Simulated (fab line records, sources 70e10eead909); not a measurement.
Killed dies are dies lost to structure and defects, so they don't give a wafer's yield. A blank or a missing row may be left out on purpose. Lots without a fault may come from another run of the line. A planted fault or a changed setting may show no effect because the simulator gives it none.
Chamber matching | flow nand_harc | NHARC_A_M0_PRE_CLEAN_31 on pecvd-04: 3 sister chambers
The step time 12 s. 6 wafers are shown with their chamber, then 7 later ones without.

WAFERS WITH THEIR CHAMBER
wafer  | chamber | heater_power_w (W) | heater_power_outer_w (W)
L974.3 | 2       | 685                | 395
L976.1 | 1       | 654                | 371
L976.2 | 0       | 605                | 355
L976.4 | 1       | 659                | 368
L975.2 | 2       | 612                | 341
L975.3 | 0       | 611                | 367

WAFERS WITHOUT THEIR CHAMBER
wafer  | heater_power_w (W) | heater_power_outer_w (W)
L975.6 | 621                | 371
L981.3 | 605                | 342
L981.4 | 583                | 332
L981.5 | 599                | 343
L982.1 | 658                | 372
L982.4 | 710                | 398
L982.5 | 655                | 362

WHICH CHAMBER EACH WENT THROUGH
wafer  | from the rows above          | in truth
L975.6 | can't be placed: 0 or 2 or 1 | 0
L981.3 | can't be placed: 0 or 2 or 1 | 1
L981.4 | can't be placed: 0 or 2 or 1 | 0
L981.5 | can't be placed: 0 or 2 or 1 | 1
L982.1 | can't be placed: 1 or 2 or 0 | 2
L982.4 | can't be placed: 1 or 2 or 0 | 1
L982.5 | can't be placed: 1 or 2 or 0 | 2
Placed correctly: 0 of 7. Can't be placed from these rows: 7 (the true chamber is among the candidates in 7). Placed wrongly: 0.
How it was worked out, from the rows above alone: a wafer's distance from a chamber is the root of the sum, over the readings, of the square of ((its reading less the chamber's mean) divided by the reading's scatter). The wafer belongs to the nearest chamber; if the next one is less than 2 further off, it can't be placed. A chamber's mean is the mean of its shown wafers. The scatter: the root of (the sum of the squares of (reading less its chamber's mean) over the shown wafers, divided by (wafers less chambers)).
